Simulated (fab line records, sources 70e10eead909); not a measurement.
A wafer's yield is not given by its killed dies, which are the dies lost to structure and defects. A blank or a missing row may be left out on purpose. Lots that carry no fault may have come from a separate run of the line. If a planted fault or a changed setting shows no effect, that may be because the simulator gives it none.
Which tool did it? :: flow nand_harc :: 12 lots, 36 wafers sampled, at 6 steps of a route of 1159

== WHAT THE GAUGES READ, wafer by wafer ==
NHARC_A_CONTACT_CD_MEAS_53.
lot: L075
measured: day 18 03:34
on: cd_sem-01
cd_nm (nm): 189.7 189.8 189.2

lot: L077
measured: day 18 14:29
on: cd_sem-03
cd_nm (nm): 189.1 189.0 189.2

lot: L076
measured: day 18 08:08
on: cd_sem-02
cd_nm (nm): 189.0 189.1 189.5

lot: L081
measured: day 21 14:45
on: cd_sem-02
cd_nm (nm): 190.8 190.7 190.9

lot: L082
measured: day 20 17:49
on: cd_sem-01
cd_nm (nm): 189.5 188.9 189.2

lot: L086
measured: day 21 22:34
on: cd_sem-03
cd_nm (nm): 190.0 190.0 190.1

lot: L088
measured: day 20 22:47
on: cd_sem-01
cd_nm (nm): 190.0 189.8 189.7

lot: L089
measured: day 22 04:31
on: cd_sem-03
cd_nm (nm): 189.7 189.3 189.1

lot: L091
measured: day 22 05:29
on: cd_sem-03
cd_nm (nm): 190.2 190.0 190.0

lot: L094
measured: day 23 08:26
on: cd_sem-03
cd_nm (nm): 189.4 189.4 189.7

lot: L096
measured: day 23 18:17
on: cd_sem-03
cd_nm (nm): 189.2 189.1 189.3

lot: L095
measured: day 24 03:53
on: cd_sem-02
cd_nm (nm): 188.7 188.6 188.8

== TOOL THAT RAN EACH LOT (tool first, then ch and the chambers of the sampled wafers, then the start) ==
lot: L075
NHARC_A_SGD_CUT_ETCH_59: rie_diel-05 ch 0,2, day 14 21:04 or earlier
NHARC_A_SGD_CUT_ETCH_15: rie_diel-05 ch 0,2,3, day 14 21:04 or earlier
NHARC_A_SLIT_DEP_25: pecvd-04 ch 1,2, day 14 21:04
NHARC_A_WL_FILL_STRIP_27: plasma_asher-02 ch 0,1, day 16 18:02
NHARC_A_CONTACT_ETCH_121: har_cap_etch-01 ch 1, day 18 02:33

lot: L077
NHARC_A_SGD_CUT_ETCH_59: rie_diel-08 ch 0,1,3, day 14 21:23 or earlier
NHARC_A_SGD_CUT_ETCH_15: rie_diel-08 ch 0,1, day 14 21:23 or earlier
NHARC_A_SLIT_DEP_25: pecvd-04 ch 0,1,2, day 14 21:23
NHARC_A_WL_FILL_STRIP_27: plasma_asher-02 ch 0,1, day 16 23:35
NHARC_A_CONTACT_ETCH_121: har_cap_etch-03 ch 0,1, day 18 13:29

lot: L076
NHARC_A_SGD_CUT_ETCH_59: rie_diel-05 ch 0,1,3, day 14 21:10 or earlier
NHARC_A_SGD_CUT_ETCH_15: rie_diel-05 ch 0,1,3, day 14 21:10 or earlier
NHARC_A_SLIT_DEP_25: pecvd-01 ch 0,1,2, day 14 21:10
NHARC_A_WL_FILL_STRIP_27: plasma_asher-02 ch 0,1, day 16 15:11
NHARC_A_CONTACT_ETCH_121: har_cap_etch-02 ch 0,1, day 18 07:08

lot: L081
NHARC_A_SGD_CUT_ETCH_59: rie_diel-05 ch 1,2,3, day 16 09:58 or earlier
NHARC_A_SGD_CUT_ETCH_15: rie_diel-05 ch 1,2,3, day 16 09:58 or earlier
NHARC_A_SLIT_DEP_25: pecvd-04 ch 0,1,2, day 16 09:58
NHARC_A_WL_FILL_STRIP_27: plasma_asher-01 ch 0,1, day 19 20:24
NHARC_A_CONTACT_ETCH_121: har_cap_etch-02 ch 0,1, day 21 13:45

lot: L082
NHARC_A_SGD_CUT_ETCH_59: rie_diel-06 ch 0,3, day 16 10:16 or earlier
NHARC_A_SGD_CUT_ETCH_15: rie_diel-06 ch 0,3, day 16 10:16 or earlier
NHARC_A_SLIT_DEP_25: pecvd-02 ch 0,1, day 16 10:16
NHARC_A_WL_FILL_STRIP_27: plasma_asher-02 ch 0,1, day 19 14:32
NHARC_A_CONTACT_ETCH_121: har_cap_etch-01 ch 0,1, day 20 16:20

lot: L086
NHARC_A_SGD_CUT_ETCH_59: rie_diel-08 ch 0,2, day 16 23:07 or earlier
NHARC_A_SGD_CUT_ETCH_15: rie_diel-08 ch 0,1,3, day 16 23:07 or earlier
NHARC_A_SLIT_DEP_25: pecvd-02 ch 0,2, day 16 23:07
NHARC_A_WL_FILL_STRIP_27: plasma_asher-02 ch 0, day 19 21:07
NHARC_A_CONTACT_ETCH_121: har_cap_etch-01 ch 0,1, day 21 21:33

lot: L088
NHARC_A_SGD_CUT_ETCH_59: rie_diel-08 ch 2,3, day 16 23:21 or earlier
NHARC_A_SGD_CUT_ETCH_15: rie_diel-08 ch 0,2,3, day 16 23:21 or earlier
NHARC_A_SLIT_DEP_25: pecvd-02 ch 0,2, day 16 23:21
NHARC_A_WL_FILL_STRIP_27: plasma_asher-01 ch 0,1, day 19 18:17
NHARC_A_CONTACT_ETCH_121: har_cap_etch-01 ch 0,1, day 20 21:23

lot: L089
NHARC_A_SGD_CUT_ETCH_59: rie_diel-06 ch 1,2,3, day 17 17:53 or earlier
NHARC_A_SGD_CUT_ETCH_15: rie_diel-06 ch 1,2, day 17 17:53 or earlier
NHARC_A_SLIT_DEP_25: pecvd-04 ch 1,2, day 17 17:53
NHARC_A_WL_FILL_STRIP_27: plasma_asher-02 ch 0,1, day 20 02:45
NHARC_A_CONTACT_ETCH_121: har_cap_etch-03 ch 0,1, day 22 03:31

lot: L091
NHARC_A_SGD_CUT_ETCH_59: rie_diel-05 ch 1,2,3, day 18 09:23 or earlier
NHARC_A_SGD_CUT_ETCH_15: rie_diel-05 ch 1,2,3, day 18 09:23 or earlier
NHARC_A_SLIT_DEP_25: pecvd-02 ch 1,2, day 18 09:23
NHARC_A_WL_FILL_STRIP_27: plasma_asher-02 ch 0,1, day 19 23:55
NHARC_A_CONTACT_ETCH_121: har_cap_etch-01 ch 0,1, day 22 04:29

lot: L094
NHARC_A_SGD_CUT_ETCH_59: rie_diel-05 ch 1,2, day 20 21:55 or earlier
NHARC_A_SGD_CUT_ETCH_15: rie_diel-05 ch 1,2,3, day 20 21:55 or earlier
NHARC_A_SLIT_DEP_25: pecvd-04 ch 0,2, day 20 21:55
NHARC_A_WL_FILL_STRIP_27: plasma_asher-02 ch 0,1, day 21 23:35
NHARC_A_CONTACT_ETCH_121: har_cap_etch-02 ch 0,1, day 23 07:26

lot: L096
NHARC_A_SGD_CUT_ETCH_59: rie_diel-05 ch 0,2,3, day 20 22:16 or earlier
NHARC_A_SGD_CUT_ETCH_15: rie_diel-05 ch 0,1,3, day 20 22:16 or earlier
NHARC_A_SLIT_DEP_25: pecvd-02 ch 1,2, day 20 22:16
NHARC_A_WL_FILL_STRIP_27: plasma_asher-02 ch 0,1, day 22 05:14
NHARC_A_CONTACT_ETCH_121: har_cap_etch-01 ch 0,1, day 23 17:17

lot: L095
NHARC_A_SGD_CUT_ETCH_59: rie_diel-06 ch 0,1, day 21 01:20 or earlier
NHARC_A_SGD_CUT_ETCH_15: rie_diel-06 ch 1,2, day 21 01:20 or earlier
NHARC_A_SLIT_DEP_25: pecvd-04 ch 0,1,2, day 21 01:20
NHARC_A_WL_FILL_STRIP_27: plasma_asher-01 ch 0,1, day 22 10:14
NHARC_A_CONTACT_ETCH_121: har_cap_etch-02 ch 0,1, day 24 02:47
- NHARC_A_SGD_CUT_ETCH_59: etches the open film in N2/H2, target depth 260 nm, time 406.25 s.
- NHARC_A_SGD_CUT_ETCH_15: etches the open film in CH3F/O2, target depth 75 nm, time 64.3 s.
- NHARC_A_SLIT_DEP_25: deposits SiO2, target thk 200 nm.
- NHARC_A_WL_FILL_STRIP_27: strips in N2/H2, time 20 s.
- NHARC_A_CONTACT_ETCH_121: etches the open film in C4F8/O2/Ar, time 94 s, target depth 922 nm.

== THE ANSWER, worked out from the rows above alone ==
Rule: the lots themselves supply what counts as usual. The widest of any qualifying gaps counts: lots, ordered by their means at a reading, are off when they make up no more than a third of the lots, leave a main group of 4 or more, and stand apart from it by 3 or more times the standard deviation of that group's means. A main group is skipped when, at the precision printed for the reading in the tables above, its means are all equal. Also off: a lot with no number at a reading for which 4 or more lots have one. All remaining lots with rows at the step are treated as sound.
Nothing can be told from this: no lot is off at any reading shown.

== WHAT THE SIMULATOR HAD PUT IN ==
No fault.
